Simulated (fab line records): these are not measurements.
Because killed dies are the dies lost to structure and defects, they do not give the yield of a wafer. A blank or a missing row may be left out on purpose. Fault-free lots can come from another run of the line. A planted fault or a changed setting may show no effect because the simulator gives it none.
fab line records | flow n5_finfet
record: lots: 24 wafers: 72 last_day: 18
route steps=1938 shown BEOL_M14@1761 BEOL_M15@1787 MIM_TOP_ETCH@1852 MIM_BOT_LITHO@1863
lots that met no fault: from a run of the same line without faults
start_h: the number of hours between the record's first day and the start of the first shown wafer of the lot | wait_h: hours elapsed since this lot's preceding step | " repeats the value in the row above | L1.1+2: one row covering several wafers at once | - no value present, or no start provided | * or withheld: withheld | < > ~ a bound
route shown NAME@n: names a module that has steps shown in the file, with the first one's number in the route | usual: average and standard deviation across the fault-free wafers | same: alike in all rows | chamber/n: place in a boat | sites: readings site by site | _std_site: how widely they spread, as a standard deviation | _edge_site: the outer-site mean with the inner-site mean subtracted | radius_mm: how far each site lies from the wafer's centre | mask NAME#n: copy n | behind: tool/chamber where the wafer was last shaped | hold: why the lot went on hold/how many hours it stayed there/how the hold came to an end | device: the n, p or np transistor that did not switch | end of line: the route-end tests of the same wafers | step lacking rows: just its recipe | killed: dies that structure and defects cost at the first sort, which is not the same as the wafer's yield | map: dies across one wafer; x = killed, . = not, _ = none there
set.NAME: the run value of the setting; set.NAME@STEP: its run value at that earlier step | model.NAME: the simulator's own value behind a step, which no gauge read
one table for each step of the route and one row for each wafer, over a sample of lots
services: the hour from which a tool's chamber was out of use, counted from the record's first day as start_h (under 0 if before that day), plus the number of hours and why
== steps ==
step: N5_BEOL_M14_PRE_CLEAN_42
recipe: gas: H2/He time_s: 30 temp_c: 300
usual: heater_power_w: 477/40
columns lot.wafer tool chamber start_h wait_h heater_power_w
L074.4 pvd_sputter-01 - 250.76 0.0 522
L074.5 " - " " 463
L074.6 " - " " 546
L075.1 pvd_sputter-03 - 252.28 0.0 508
L075.3 " - " " 466
L075.6 " - " " 465
L076.3 pvd_sputter-02 - 253.35 0.0 502
L076.4 " - " " 438
L076.6 " - " " 438
L077.1 pvd_sputter-03 - 266.41 0.0 408
L077.2 " - " " 516
L077.6 " - " " 402
L078.3 pvd_sputter-02 - 268.10 0.0 422
L078.4 " - " " 503
L078.5 " - " " 499
L079.1 pvd_sputter-02 - 268.98 0.0 443
L079.4 " - " " 431
L079.5 " - " " 478
L080.2 pvd_sputter-01 - 273.50 0.0 485
L080.3 " - " " 541
L080.5 " - " " 460
L081.2 pvd_sputter-03 - 280.33 0.0 499
L081.3 " - " " 458
L081.6 " - " " 448
L082.1 pvd_sputter-01 - 292.19 0.0 535
L082.4 " - " " 496
L082.5 " - " " 512
L083.1 pvd_sputter-03 - 293.03 0.0 459
L083.3 " - " " 489
L083.4 " - " " 403
L084.1 pvd_sputter-02 - 301.39 0.0 433
L084.3 " - " " 505
L084.6 " - " " 441
L085.1 pvd_sputter-01 - 304.78 0.0 494
L085.4 " - " " 520
L085.5 " - " " 505
L086.3 pvd_sputter-01 - 311.37 0.0 550
L086.5 " - " " 459
L086.6 " - " " 558
L088.2 pvd_sputter-02 - 318.31 0.0 442
L088.3 " - " " 425
L088.4 " - " " 477
L089.2 pvd_sputter-01 - 324.07 0.0 526
L089.3 " - " " 496
L089.4 " - " " 545
L090.1 pvd_sputter-02 - 326.41 0.0 481
L090.3 " - " " 431
L090.4 " - " " 511
L087.1 pvd_sputter-02 - 329.19 0.0 432
L087.3 " - " " 497
L087.5 " - " " 486
L091.3 pvd_sputter-03 - 333.16 0.0 479
L091.4 " - " " 507
L091.5 " - " " 514
L092.4 pvd_sputter-02 - 375.60 0.0 513
L092.5 " - " " 496
L092.6 " - " " 492
L093.1 pvd_sputter-03 - 381.71 0.0 524
L093.4 " - " " 498
L093.5 " - " " 399
L094.1 pvd_sputter-02 - 382.06 0.0 437
L094.2 " - " " 492
L094.4 " - " " 485
L097.2 pvd_sputter-02 - 382.68 0.0 441
L097.3 " - " " 519
L097.5 " - " " 444
L095.2 pvd_sputter-03 - 385.69 0.0 487
L095.3 " - " " 510
L095.6 " - " " 530
L096.3 pvd_sputter-02 - 411.94 0.0 516
L096.4 " - " " 438
L096.5 " - " " 491
step: N5_BEOL_M14_DEP_53
recipe: material: SiCN target_thk_a: 500 temp_c: withheld precursor: 3MS/NH3 pressure_torr: 3 rf_w: 675 time_s: 17.8
usual: showerhead_plenum_p_Torr: 4.157/0.022 throttle_valve_pct: 17.9/1.1
columns lot.wafer tool chamber start_h wait_h showerhead_plenum_p_Torr throttle_valve_pct
L074.4 pecvd-01 1 251.94 0.0 4.213 19.2
L074.5 " 0 " " 4.164 17.2
L074.6 " 2 " " 4.126 17.2
L075.1 pecvd-04 0 253.44 0.0 4.167 17.1
L075.3 " 2 " " 4.166 16.7
L075.6 " 2 " " 4.166 16.6
L076.3 pecvd-01 0 254.79 0.0 4.173 17.8
L076.4 " 2 " " 4.129 17.3
L076.6 " 0 " " 4.182 17.5
L077.1 pecvd-04 2 267.57 0.0 4.171 16.6
L077.2 " 1 " " 4.120 17.5
L077.6 " 0 " " 4.165 17.0
L078.3 pecvd-03 2 269.27 0.0 4.140 17.2
L078.4 " 1 " " 4.161 20.2
L078.5 " 0 " " 4.154 18.3
L079.1 pecvd-03 1 270.34 0.0 4.171 20.1
L079.4 " 1 " " 4.173 20.4
L079.5 " 0 " " 4.153 18.4
L080.2 pecvd-04 2 275.65 0.0 4.176 16.8
L080.3 " 0 " " 4.159 17.2
L080.5 " 0 " " 4.149 17.1
L081.2 pecvd-03 1 281.66 0.0 4.185 20.5
L081.3 " 0 " " 4.158 18.4
L081.6 " 2 " " 4.144 17.2
L082.1 pecvd-03 2 293.35 0.0 4.137 17.2
L082.4 " 0 " " 4.159 18.2
L082.5 " 1 " " 4.174 20.2
L083.1 pecvd-01 1 294.19 0.0 4.209 19.4
L083.3 " 0 " " 4.168 17.6
L083.4 " 2 " " 4.123 17.7
L084.1 pecvd-04 0 302.55 0.0 4.175 17.0
L084.3 " 2 " " 4.180 16.9
L084.6 " 0 " " 4.169 17.3
L085.1 pecvd-04 1 305.94 0.0 4.134 17.4
L085.4 " 2 " " 4.180 16.8
L085.5 " 1 " " 4.124 17.6
L086.3 pecvd-04 0 312.53 0.0 4.162 17.2
L086.5 " 2 " " 4.172 16.8
L086.6 " 0 " " 4.163 17.0
L088.2 pecvd-01 2 319.48 0.0 4.134 17.4
L088.3 " 0 " " 4.167 18.0
L088.4 " 2 " " 4.122 17.5
L089.2 pecvd-03 1 326.00 0.0 4.179 20.0
L089.3 " 0 " " 4.159 18.3
L089.4 " 0 " " 4.165 18.0
L090.1 pecvd-01 0 327.61 0.0 4.164 17.7
L090.3 " 2 " " 4.134 17.7
L090.4 " 0 " " 4.163 17.5
L087.1 pecvd-04 2 330.37 0.0 4.189 16.9
L087.3 " 1 " " 4.134 17.7
L087.5 " 0 " " 4.181 17.2
L091.3 pecvd-03 1 334.36 0.0 4.172 20.1
L091.4 " 2 " " 4.146 17.2
L091.5 " 1 " " 4.172 20.1
L092.4 pecvd-03 0 376.78 0.0 4.161 18.0
L092.5 " 1 " " 4.175 20.3
L092.6 " 2 " " 4.145 17.4
L093.1 pecvd-04 0 383.20 0.0 4.167 17.3
L093.4 " 1 " " 4.126 17.7
L093.5 " 2 " " 4.178 16.8
L094.1 pecvd-03 0 383.28 0.0 4.161 18.4
L094.2 " 2 " " 4.150 17.3
L094.4 " 0 " " 4.154 18.1
L097.2 pecvd-03 2 383.86 0.0 4.146 17.3
L097.3 " 0 " " 4.169 18.0
L097.5 " 2 " " 4.123 17.5
L095.2 pecvd-04 0 386.90 0.0 4.159 17.2
L095.3 " 1 " " 4.126 17.5
L095.6 " 2 " " 4.165 17.0
L096.3 pecvd-03 2 413.41 0.0 4.121 17.6
L096.4 " 0 " " 4.169 18.2
L096.5 " 1 " " 4.173 20.3
step: N5_BEOL_M14_RS_MEAS_54
recipe: thk_meas_gauge: four-point-probe reads: Cu_of_BEOL_M14_ECD_47+Ta_of_BEOL_M14_SPUTTER_44+TaN_of_BEOL_M14_SPUTTER_43
usual: M14_RS: 0.0334/0.00075
columns lot.wafer tool chamber start_h wait_h M14_RS[ohm/sq]
L074.4 film_metro-02 - 251.99 0.0 0.0341
L074.5 " - " " 0.0335
L074.6 " - " " 0.0340
L075.1 film_metro-01 - 253.51 0.0 0.0334
L075.3 " - " " 0.0331
L075.6 " - " " 0.0336
L076.3 film_metro-02 - 254.86 0.1 0.0333
L076.4 " - " " 0.0333
L076.6 " - " " 0.0334
L077.1 film_metro-02 - 267.64 0.0 0.0328
L077.2 " - " " 0.0337
L077.6 " - " " 0.0327
L078.3 film_metro-02 - 269.34 0.1 0.0329
L078.4 " - " " 0.0333
L078.5 " - " " 0.0329
L079.1 film_metro-02 - 270.41 0.0 0.0328
L079.4 " - " " 0.0330
L079.5 " - " " 0.0330
L080.2 film_metro-02 - 275.72 0.1 0.0340
L080.3 " - " " 0.0349
L080.5 " - " " 0.0347
L081.2 film_metro-02 - 281.73 0.1 0.0343
L081.3 " - " " 0.0316
L081.6 " - " " 0.0341
L082.1 film_metro-02 - 293.41 0.0 0.0336
L082.4 " - " " 0.0328
L082.5 " - " " 0.0326
L083.1 film_metro-01 - 294.25 0.0 0.0329
L083.3 " - " " 0.0337
L083.4 " - " " 0.0336
L084.1 film_metro-02 - 302.61 0.0 0.0326
L084.3 " - " " 0.0332
L084.6 " - " " 0.0325
L085.1 film_metro-02 - 306.01 0.0 0.0328
L085.4 " - " " 0.0331
L085.5 " - " " 0.0325
L086.3 film_metro-01 - 312.60 0.1 0.0335
L086.5 " - " " 0.0341
L086.6 " - " " 0.0338
L088.2 film_metro-02 - 319.57 0.1 0.0329
L088.3 " - " " 0.0333
L088.4 " - " " 0.0330
L089.2 film_metro-01 - 326.07 0.1 0.0341
L089.3 " - " " 0.0340
L089.4 " - " " 0.0321
L090.1 film_metro-01 - 327.70 0.1 0.0319
L090.3 " - " " 0.0342
L090.4 " - " " 0.0340
L087.1 film_metro-02 - 330.44 0.0 0.0332
L087.3 " - " " 0.0328
L087.5 " - " " 0.0325
L091.3 film_metro-01 - 334.43 0.1 0.0345
L091.4 " - " " 0.0346
L091.5 " - " " 0.0347
L092.4 film_metro-01 - 376.83 0.0 0.0336
L092.5 " - " " 0.0337
L092.6 " - " " 0.0331
L093.1 film_metro-01 - 383.26 0.0 0.0335
L093.4 " - " " 0.0339
L093.5 " - " " 0.0331
L094.1 film_metro-01 - 383.34 0.0 0.0341
L094.2 " - " " 0.0319
L094.4 " - " " 0.0345
L097.2 film_metro-01 - 383.92 0.1 0.0317
L097.3 " - " " 0.0338
L097.5 " - " " 0.0337
L095.2 film_metro-01 - 386.97 0.1 0.0331
L095.3 " - " " 0.0328
L095.6 " - " " 0.0329
L096.3 film_metro-01 - 413.47 0.1 0.0336
L096.4 " - " " 0.0343
L096.5 " - " " 0.0316
step: N5_BEOL_M15_ETCH_59
recipe: chemistry: N2/H2 target: BARC target_depth_a: 890 overetch_a: 267 time_s: 67.9 ion_energy_ev: 200 pressure_mtorr: 30 source_w: 840 bias_w: 150 n2_flow_sccm: 200 h2_flow_sccm: 200
usual: drypump_motor_current_A: 5.6/0.35 n2_flow_sccm: 200.0/0.63 oes_product_au: 0.68/0.066 rf_vpp_V: 523.9/1.9 showerhead_plenum_p_Torr: 2.56/0.062 throttle_valve_pct: 17.93/0.26
columns lot.wafer tool chamber start_h wait_h drypump_motor_current_A n2_flow_sccm oes_product_au rf_hours_counter_h rf_vpp_V showerhead_plenum_p_Torr throttle_valve_pct
L074.4 rie_diel-02 3 252.73 0.0 5.2 199.8 0.68 99 523.0 2.59 17.69
L074.5 " 0 " " 5.5 199.4 0.75 - 525.4 2.60 18.11
L074.6 " 1 " " 6.1 199.7 0.74 - 525.6 2.59 18.24
L075.1 rie_diel-04 3 254.85 0.0 5.4 199.7 0.62 188 526.4 2.64 18.05
L075.3 " 2 " " 6.1 200.7 0.62 182 527.3 2.62 17.76
L075.6 " 2 " " 6.1 200.7 0.62 - 525.7 2.62 17.77
L076.3 rie_diel-04 2 256.20 0.0 6.1 201.0 0.62 182 525.9 2.62 17.75
L076.4 " 3 " " 5.4 199.9 0.62 189 526.4 2.64 18.06
L076.6 " 2 " " 6.1 200.6 0.62 - 525.5 2.62 17.76
L077.1 rie_diel-02 3 268.38 0.0 5.1 199.8 0.68 105 524.4 2.58 17.70
L077.2 " 1 " " 6.1 199.9 0.73 70 525.7 2.58 18.25
L077.6 " 0 " " 5.5 199.3 0.76 - 525.7 2.60 18.10
L078.3 rie_diel-02 0 270.21 0.0 5.5 199.5 0.74 39 524.5 2.60 18.11
L078.4 " 1 " " 6.1 200.7 0.73 71 523.5 2.58 18.26
L078.5 " 0 " " 5.5 199.2 0.75 - 524.7 2.60 18.10
L079.1 rie_diel-02 1 271.27 0.0 6.1 199.7 0.72 71 523.0 2.58 18.24
L079.4 " 0 " " 5.5 199.9 0.75 39 525.4 2.60 18.11
L079.5 " 2 " " 5.6 199.8 0.60 - 522.2 2.53 18.02
L080.2 rie_diel-04 3 276.58 0.0 5.3 200.1 0.62 196 527.5 2.64 18.06
L080.3 " 0 " " 5.9 200.1 0.60 243 521.9 2.50 17.73
L080.5 " 3 " " 5.4 200.1 0.62 - 527.7 2.64 18.05
L081.2 rie_diel-02 1 282.47 0.0 6.1 201.5 0.73 74 524.5 2.58 18.25
L081.3 " 0 " " 5.5 200.7 0.74 42 525.2 2.60 18.11
L081.6 " 0 " " 5.5 200.4 0.75 - 524.4 2.60 18.12
L082.1 rie_diel-04 0 294.28 0.0 6.0 199.9 0.59 250 522.1 2.49 17.75
L082.4 " 3 " " 5.4 199.5 0.62 - 526.9 2.64 18.06
L082.5 " 1 " " 5.8 199.5 0.68 - 521.4 2.46 17.81
L083.1 rie_diel-02 0 295.12 0.0 5.4 200.3 0.74 46 524.8 2.60 18.13
L083.3 " 1 " " 6.1 198.7 0.72 78 524.4 2.58 18.27
L083.4 " 3 " " 5.2 200.3 0.67 - 523.8 2.58 17.69
L084.1 rie_diel-02 3 303.55 0.0 5.2 200.7 0.66 116 525.1 2.58 17.71
L084.3 " 0 " " 5.5 199.4 0.74 49 526.3 2.60 18.13
L084.6 " 0 " " 5.5 200.0 0.73 - 523.9 2.59 18.13
L085.1 rie_diel-04 3 306.75 0.0 5.4 200.8 0.62 207 528.1 2.64 18.07
L085.4 " 3 " " 5.4 201.3 0.61 - 524.5 2.64 18.10
L085.5 " 2 " " 6.0 198.9 0.60 - 524.6 2.62 17.80
L086.3 rie_diel-02 0 313.44 0.0 5.5 200.7 0.73 52 526.9 2.59 18.15
L086.5 " 1 " " 6.1 201.3 0.71 - 523.1 2.58 18.28
L086.6 " 0 " " 5.5 200.3 0.73 - 524.9 2.59 18.14
L088.2 rie_diel-06 3 320.56 0.0 5.5 199.2 0.61 222 520.2 2.42 18.31
L088.3 " 1 " " 5.3 199.7 0.64 186 523.6 2.53 18.05
L088.4 " 2 " " 6.0 199.8 0.69 96 521.2 2.47 17.91
L089.2 rie_diel-02 1 327.05 0.0 6.1 199.4 0.71 88 524.5 2.58 18.28
L089.3 " 3 " " 5.2 200.0 0.66 124 524.7 2.58 17.71
L089.4 " 2 " " 5.5 199.9 0.60 244 523.3 2.53 18.03
L090.1 rie_diel-04 1 328.89 0.0 5.8 199.5 0.67 142 521.2 2.45 17.85
L090.3 " 2 " " 6.1 199.0 0.61 205 526.2 2.61 17.80
L090.4 " 2 " " 6.1 198.9 0.61 - 526.5 2.61 17.81
L087.1 rie_diel-06 0 331.30 0.0 5.1 198.9 0.79 18 525.0 2.60 17.39
L087.3 " 2 " " 6.0 199.4 0.68 99 522.2 2.47 17.91
L087.5 " 1 " " 5.4 199.7 0.63 - 522.5 2.53 18.07
L091.3 rie_diel-04 2 335.56 0.0 6.1 199.8 0.60 207 526.8 2.61 17.81
L091.4 " 1 " " 5.8 200.2 0.67 144 522.2 2.45 17.85
L091.5 " 1 " " 5.8 200.7 0.66 - 520.6 2.45 17.84
L092.4 rie_diel-06 0 377.80 0.0 5.1 199.9 0.77 30 524.9 2.60 17.43
L092.5 " 2 " " 6.0 200.5 0.67 - 522.5 2.46 17.94
L092.6 " 1 " " 5.3 198.7 0.63 - 523.2 2.52 18.08
L093.1 rie_diel-02 1 384.00 0.0 6.1 199.8 0.70 103 525.2 2.57 18.31
L093.4 " 3 " " 5.2 199.8 0.65 139 524.7 2.57 17.77
L093.5 " 2 " " 5.5 200.7 0.83 - 522.4 2.52 17.52
L094.1 rie_diel-02 3 384.41 0.0 5.2 199.9 0.65 139 523.8 2.57 17.74
L094.2 " 0 " " 5.5 200.1 0.71 72 523.6 2.59 18.16
L094.4 " 2 " " 5.5 200.0 0.83 3 523.8 2.52 17.52
L097.2 rie_diel-04 0 385.60 0.0 5.9 200.0 0.82 13 523.3 2.49 17.38
L097.3 " 3 " " 5.4 200.5 0.60 231 525.6 2.63 18.12
L097.5 " 0 " " 5.9 199.8 0.82 - 523.6 2.48 17.38
L095.2 rie_diel-02 3 387.71 0.0 5.2 200.5 0.64 141 524.9 2.57 17.78
L095.3 " 2 " " 5.5 200.2 0.82 5 522.6 2.52 17.51
L095.6 " 3 " " 5.2 199.9 0.64 - 523.3 2.57 17.76
L096.3 rie_diel-06 0 414.21 0.0 5.1 200.3 0.75 36 525.3 2.59 17.44
L096.4 " 2 " " 6.0 200.8 0.66 118 520.5 2.46 17.93
L096.5 " 3 " " 5.5 200.9 0.60 - 520.8 2.41 18.35
step: N5_MIM_TOP_ETCH_STRIP_01
recipe: chemistry: O2 power_w: 600 temp_c: 60 pressure_mtorr: 30 rf_frequency_hz: 6e+07 bias_power_w: 0 overash_fraction: 0.5 o2_flow_sccm: 225
usual: drypump_motor_current_A: 5.6/0.34 oes_product_au: 0.78/0.084 rf_vpp_V: 3.6/1.4 showerhead_plenum_p_Torr: 2.09/0.053 throttle_valve_pct: 16.70/0.28
columns lot.wafer tool chamber start_h wait_h drypump_motor_current_A oes_product_au rf_hours_counter_h rf_vpp_V showerhead_plenum_p_Torr throttle_valve_pct
L074.4 rie_diel-02 3 262.27 0.1 5.1 0.80 103 3.0 2.11 16.41
L074.5 " 3 " " 5.2 0.78 - 3.6 2.11 16.37
L074.6 " 0 " " 5.4 0.89 - 3.8 2.14 16.78
L075.1 rie_diel-04 0 263.34 0.1 6.0 0.69 239 2.4 2.05 16.57
L075.3 " 3 " " 5.4 0.74 191 4.3 2.15 16.58
L075.6 " 3 " " 5.4 0.73 - 0.8 2.15 16.59
L076.3 rie_diel-06 3 267.14 0.1 5.5 0.74 206 4.6 2.01 17.10
L076.4 " 1 " " 5.3 0.74 - 2.7 2.10 16.84
L076.6 " 2 " " 6.0 0.82 - 3.7 2.05 16.82
L077.1 rie_diel-04 2 281.04 0.1 6.1 0.72 190 4.7 2.18 16.64
L077.2 " 3 " " 5.3 0.70 197 3.9 2.15 16.65
L077.6 " 1 " " 5.8 0.80 - 4.0 2.03 16.60
L078.3 rie_diel-04 1 281.64 0.2 5.7 0.79 122 4.0 2.03 16.57
L078.4 " 2 " " 6.1 0.70 190 3.9 2.17 16.59
L078.5 " 2 " " 6.1 0.72 - 3.1 2.17 16.68
L079.1 rie_diel-06 0 281.71 0.1 5.1 0.98 2 2.1 2.14 16.17
L079.4 " 3 " " 5.5 0.73 211 7.0 2.01 17.08
L079.5 " 0 " " 5.1 0.99 - 2.8 2.14 16.16
L080.2 rie_diel-06 3 284.11 0.2 5.5 0.73 212 2.3 2.01 17.10
L080.3 " 0 " " 5.1 0.98 4 3.8 2.14 16.17
L080.5 " 2 " " 6.0 0.81 - 4.6 2.05 16.78
L081.2 rie_diel-04 3 292.94 0.1 5.3 0.72 200 3.0 2.15 16.63
L081.3 " 0 " " 5.9 0.69 250 5.1 2.05 16.62
L081.6 " 0 " " 5.9 0.68 - 1.5 2.05 16.57
L082.1 rie_diel-06 0 304.07 0.1 5.0 0.98 10 6.6 2.14 16.18
L082.4 " 3 " " 5.5 0.72 217 3.5 2.01 17.07
L082.5 " 2 " " 6.0 0.82 - 5.6 2.04 16.78
L083.1 rie_diel-02 0 304.11 0.1 5.5 0.87 49 2.7 2.13 16.80
L083.3 " 3 " " 5.2 0.79 116 2.6 2.11 16.37
L083.4 " 1 " " 6.1 0.85 81 1.8 2.14 17.11
L084.1 rie_diel-02 2 312.62 0.1 5.6 0.67 239 4.4 2.06 16.62
L084.3 " 0 " " 5.4 0.86 52 2.8 2.13 16.83
L084.6 " 1 " " 6.1 0.83 - 2.3 2.14 17.16
L085.1 rie_diel-04 2 315.69 0.2 6.1 0.70 200 3.2 2.17 16.59
L085.4 " 2 " " 6.1 0.69 - 3.5 2.17 16.62
L085.5 " 3 " " 5.4 0.73 - 2.9 2.14 16.63
L086.3 rie_diel-06 1 324.96 0.2 5.3 0.74 187 1.7 2.09 16.88
L086.5 " 3 " " 5.5 0.73 - 3.5 2.01 17.14
L086.6 " 2 " " 6.0 0.81 - 4.7 2.04 16.75
L088.2 rie_diel-02 1 328.09 0.2 6.2 0.84 88 2.9 2.14 17.08
L088.3 " 2 " " 5.5 0.67 244 3.9 2.06 16.68
L088.4 " 3 " " 5.2 0.78 124 4.1 2.10 16.42
L089.2 rie_diel-06 1 336.89 0.1 5.4 0.74 192 5.4 2.09 16.89
L089.3 " 2 " " 6.0 0.79 101 5.9 2.04 16.79
L089.4 " 0 " " 5.1 0.92 20 5.5 2.13 16.22
L090.1 rie_diel-06 1 342.37 0.2 5.3 0.75 193 7.9 2.09 16.92
L090.3 " 3 " " 5.5 0.72 228 2.8 2.00 17.15
L090.4 " 0 " " 5.0 0.94 22 5.5 2.13 16.26
L087.1 rie_diel-06 0 343.41 0.2 5.1 0.93 22 6.8 2.13 16.30
L087.3 " 3 " " 5.5 0.70 229 3.5 2.00 17.17
L087.5 " 3 " " 5.5 0.72 - 4.3 2.00 17.14
L091.3 rie_diel-04 0 343.96 0.1 6.0 1.01 3 5.9 2.04 16.21
L091.4 " 2 " " 6.1 0.69 209 2.2 2.17 16.66
L091.5 " 1 " " 5.7 0.79 - 2.9 2.03 16.64
L092.4 rie_diel-04 3 386.85 0.1 5.4 0.68 232 2.3 2.14 16.68
L092.5 " 1 " " 5.8 0.75 - 3.1 2.02 16.64
L092.6 " 0 " " 5.9 0.96 - 2.8 2.04 16.15
L093.1 rie_diel-04 3 396.43 0.2 5.4 0.69 237 2.9 2.13 16.69
L093.4 " 0 " " 5.9 0.96 19 3.0 2.04 16.19
L093.5 " 1 " " 5.9 0.77 - 3.5 2.02 16.66
L094.1 rie_diel-02 2 396.56 0.1 5.5 0.96 10 2.8 2.05 16.14
L094.2 " 1 " " 6.1 0.83 110 4.5 2.13 17.11
L094.4 " 3 " " 5.2 0.75 147 3.3 2.10 16.49
L097.2 rie_diel-02 3 401.08 0.3 5.2 0.76 148 6.8 2.10 16.42
L097.3 " 0 " " 5.5 0.83 76 0.8 2.12 16.82
L097.5 " 1 " " 6.1 0.80 - 4.0 2.13 17.18
L095.2 rie_diel-04 0 403.04 0.1 6.0 0.95 21 5.2 2.04 16.18
L095.3 " 1 " " 5.8 0.73 163 5.5 2.02 16.69
L095.6 " 3 " " 5.3 0.68 - 5.6 2.13 16.71
L096.3 rie_diel-06 1 425.02 0.2 5.3 0.72 212 4.4 2.08 16.98
L096.4 " 2 " " 6.0 0.78 121 3.5 2.03 16.86
L096.5 " 0 " " 5.1 0.89 - 1.5 2.13 16.22
step: N5_MIM_BOT_LITHO_OVL_MEAS_11
recipe: points_per_wafer: 44
usual: MIM_BOT_OVL: -2/5.4
columns lot.wafer tool chamber start_h wait_h MIM_BOT_OVL[nm]
L074.4 overlay-01 0 262.72 0.0 -2
L074.5 " 0 " " 4
L074.6 " 0 " " -3
L075.1 overlay-02 0 263.79 0.0 -10
L075.3 " 0 " " -8
L075.6 " 0 " " 0
L076.3 overlay-02 0 267.60 0.0 -11
L076.4 " 0 " " -2
L076.6 " 0 " " -1
L077.1 overlay-02 0 281.62 0.0 -3
L077.2 " 0 " " -2
L077.6 " 0 " " -4
L078.3 overlay-01 0 282.09 0.0 -7
L078.4 " 0 " " -2
L078.5 " 0 " " 2
L079.1 overlay-02 0 282.29 0.0 -4
L079.4 " 0 " " 8
L079.5 " 0 " " 3
L080.2 overlay-01 0 284.69 0.0 0
L080.3 " 0 " " -7
L080.5 " 0 " " -2
L081.2 overlay-02 0 293.40 0.0 -2
L081.3 " 0 " " -9
L081.6 " 0 " " -4
L082.1 overlay-02 0 304.65 0.0 -7
L082.4 " 0 " " -2
L082.5 " 0 " " -3
L083.1 overlay-02 0 304.68 0.0 4
L083.3 " 0 " " 0
L083.4 " 0 " " 12
L084.1 overlay-01 0 313.19 0.0 -6
L084.3 " 0 " " -8
L084.6 " 0 " " -9
L085.1 overlay-02 0 316.14 0.0 -8
L085.4 " 0 " " -3
L085.5 " 0 " " -5
L086.3 overlay-02 0 325.57 0.0 -1
L086.5 " 0 " " -3
L086.6 " 0 " " 0
L088.2 overlay-01 0 328.67 0.0 6
L088.3 " 0 " " 0
L088.4 " 0 " " 0
L089.2 overlay-01 0 337.34 0.0 -3
L089.3 " 0 " " -5
L089.4 " 0 " " -6
L090.1 overlay-02 0 342.83 0.0 -11
L090.3 " 0 " " -7
L090.4 " 0 " " -17
L087.1 overlay-02 0 343.87 0.0 1
L087.3 " 0 " " -9
L087.5 " 0 " " -7
L091.3 overlay-01 0 344.41 0.0 -11
L091.4 " 0 " " 4
L091.5 " 0 " " 2
L092.4 overlay-02 0 387.42 0.0 -1
L092.5 " 0 " " -1
L092.6 " 0 " " -3
L093.1 overlay-02 0 397.01 0.0 4
L093.4 " 0 " " 6
L093.5 " 0 " " 8
L094.1 overlay-02 0 397.17 0.0 3
L094.2 " 0 " " -2
L094.4 " 0 " " 3
L097.2 overlay-02 0 401.53 0.0 -4
L097.3 " 0 " " -14
L097.5 " 0 " " -13
L095.2 overlay-02 0 403.63 0.0 -5
L095.3 " 0 " " -5
L095.6 " 0 " " 8
L096.3 overlay-01 0 425.47 0.0 5
L096.4 " 0 " " 2
L096.5 " 0 " " 5
== services ==
columns tool chamber start_h hours kind
rie_diel-04 0 233.13 1.3 repair
rie_diel-06 3 237.11 10.1 repair
pecvd-03 - 252.74 1.0 repair
rie_diel-02 2 262.89 2.0 repair
rie_diel-02 - 275.04 4.0 pm
rie_diel-02 2 291.71 6.1 repair
rie_diel-06 2 293.86 4.5 repair
rie_diel-06 3 298.24 2.1 repair
rie_diel-04 0 299.28 - clean
pecvd-01 2 307.36 4.2 repair
rie_diel-02 - 352.24 2.8 pm
rie_diel-02 2 356.20 - clean
rie_diel-02 2 356.20 - consumable_replace:esc
rie_diel-02 2 356.20 - consumable_replace:focus_ring
rie_diel-02 2 356.20 18.2 scheduled_down
rie_diel-02 2 356.20 18.2 vent_cycle
pecvd-01 1 374.05 3.0 repair
rie_diel-06 - 383.85 14.6 pm
pecvd-03 - 385.80 11.6 repair
rie_diel-02 0 386.50 6.3 repair
pvd_sputter-01 - 389.72 7.3 repair
pecvd-04 - 399.53 2.8 pm
rie_diel-02 0 414.33 7.5 repair
pvd_sputter-02 - 424.50 1.4 repair
== key ==
fault none
